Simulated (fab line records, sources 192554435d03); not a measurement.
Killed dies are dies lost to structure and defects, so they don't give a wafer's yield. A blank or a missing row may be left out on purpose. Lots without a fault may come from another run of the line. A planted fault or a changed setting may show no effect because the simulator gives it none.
A struck lot beside a sound one | flow n5_finfet | 17 steps out of a route of 1938
Sound: wafers L435.1, L435.2, L435.4. Struck: wafer L444.6. (L444.2, L444.5 of the same lot were not struck and are left out.) The cause comes at the end.
At each step with rows: each side's tool, then ch and its chambers, then its first start. Under that, the readings that differ: sound wafers | struck wafers | difference of the means | sigmas: that difference in standard deviations of wafers without a fault.
alike: readings whose means differ by less than 2 such deviations, and words and numbers that are the same on both sides. not compared: withheld readings, readings that some wafer has no value for, bounds like >300 that may hide the same value, and numbers for which the record gives no deviation and whose values overlap.
The two part at a step that has a row with sigmas, a row that says differs or no value, or rows on one side only. Numbers that don't overlap but have no deviation are shown without sigmas and don't part them. A reading that every wafer of one side lacks parts them only if that side has two wafers or more.

first, 5 steps without rows for these wafers: N5_SD_EPI_N_EBR_05; N5_SD_EPI_N_SOFTBAKE_04 (time 60 s); N5_SD_EPI_N_EXPOSE_06 (exposes mask SD N BLK, target cd 120 nm); N5_SD_EPI_N_PEB_07 (peb time 60 s); N5_SD_EPI_N_DEVELOP_08 (develop time 30 s).
N5_SD_EPI_N_CD_MEAS_09: target cd 120 nm.
  sound on cd_sem-02 ch 0, day 3 06:57; struck on cd_sem-03 ch 0, day 5 15:39
  alike: cd_nm
N5_SD_EPI_N_OVL_MEAS_10:
  sound on overlay-01 ch 0, day 3 06:59; struck on overlay-02 ch 0, day 5 15:41
  reading           | sound        | struck | difference | sigmas
  SD_N_BLK_OVL (nm) | 0.3 0.4 -0.2 | 1.8    | +1.6       | +2
N5_SD_EPI_N_INSPECT_11: inspects for defects (macro).
  sound on defect_inspect-01, day 3 07:01; struck on defect_inspect-01, day 5 15:42
  alike: raw_defect_count
N5_SD_EPI_N_DESCUM_14: chemistry O2, time 7.9 s.
  sound on rie_diel-02 ch 0,1,3, day 3 07:24; struck on rie_diel-01 ch 0, day 5 15:44
  alike: drypump_motor_current_A, oes_product_au, rf_vpp_V, showerhead_plenum_p_Torr, throttle_valve_pct
  not compared: rf_hours_counter_h
N5_SD_EPI_N_ETCH_34: etches SiARC in CF4, target depth 45.5 nm, time 75.8 s.
  sound on rie_diel-02 ch 0,1,3, day 3 07:26; struck on rie_diel-01 ch 0, day 5 15:46
  alike: cf4_flow_sccm, drypump_motor_current_A, etch_rf_on_time_s, oes_product_au, rf_vpp_V, showerhead_plenum_p_Torr, throttle_valve_pct
  not compared: rf_hours_counter_h
N5_SD_EPI_N_ETCH_35: etches SOC in N2/H2, overetch 108 nm, time 486 s.
  sound on rie_diel-02 ch 0,1,3, day 3 07:29; struck on rie_diel-01 ch 0, day 5 15:50
  alike: drypump_motor_current_A, oes_product_au, rf_vpp_V, showerhead_plenum_p_Torr, throttle_valve_pct
  not compared: rf_hours_counter_h
then, 1 step without rows for these wafers: N5_SD_EPI_N_STRIP_36 (strips in N2/H2).
N5_SD_EPI_N_ETCHBACK_44: etches SiNx in CH3F/O2, stops on SiO2, target depth 14.5 nm.
  sound on rie_diel-02 ch 0,1,3, day 3 07:49; struck on rie_diel-01 ch 0, day 5 16:09
  reading                                     | sound          | struck | difference | sigmas
  model.SiARC_of_SD_EPI_N_COAT_33.thk_nm (nm) | 16.2 15.8 15.4 | 14.6   | -1.2       |
  alike: drypump_motor_current_A, oes_product_au, rf_vpp_V, showerhead_plenum_p_Torr, throttle_valve_pct
  not compared: rf_hours_counter_h
N5_SD_EPI_N_ETCH_45: etches SiOCN in CH3F/O2, target depth 6 nm.
  sound on rie_diel-02 ch 0,1,3, day 3 07:55; struck on rie_diel-01 ch 0, day 5 16:15
  alike: drypump_motor_current_A, oes_product_au, rf_vpp_V, showerhead_plenum_p_Torr, throttle_valve_pct
  not compared: rf_hours_counter_h
N5_SD_EPI_N_ETCH_16: etches SiO2 in CHF3/O2, target depth 5 nm.
  sound on rie_diel-02 ch 0,1,3, day 3 08:01; struck on rie_diel-01 ch 0, day 5 16:21
  reading                                     | sound          | struck | difference | sigmas
  model.SiARC_of_SD_EPI_N_COAT_33.thk_nm (nm) | 12.8 12.2 11.8 | 11     | -1         |
  alike: drypump_motor_current_A, oes_product_au, rf_vpp_V, showerhead_plenum_p_Torr, throttle_valve_pct
  not compared: rf_hours_counter_h
then, 1 step without rows for these wafers: N5_SD_EPI_N_STRIP_47 (strips in CHF3/O2).
-- the record jumps here: 5 days lie between the struck wafers' starts before and after (it left off in module SD_EPI_N and takes up again in module BEOL_M4, whose first step shown is number 1111 of the route) --
N5_BEOL_M4_RC_MEAS_101:
  sound on prober-02 ch 0, day 8 01:46; struck on prober-01 ch 0, day 10 18:37
  alike: DIBL_N, DIBL_P, IOFF_N, IOFF_P, ION_N, ION_P, SS_N, SS_P, VT_N, VT_P

WHERE THEY PART
Only at N5_SD_EPI_N_OVL_MEAS_10, within this record. Later steps at which nothing parts them and some readings are alike: N5_SD_EPI_N_INSPECT_11, N5_SD_EPI_N_DESCUM_14, N5_SD_EPI_N_ETCH_34, N5_SD_EPI_N_ETCH_35, N5_SD_EPI_N_ETCHBACK_44, N5_SD_EPI_N_ETCH_45, N5_SD_EPI_N_ETCH_16, N5_BEOL_M4_RC_MEAS_101.

WHY: what the simulator had put in
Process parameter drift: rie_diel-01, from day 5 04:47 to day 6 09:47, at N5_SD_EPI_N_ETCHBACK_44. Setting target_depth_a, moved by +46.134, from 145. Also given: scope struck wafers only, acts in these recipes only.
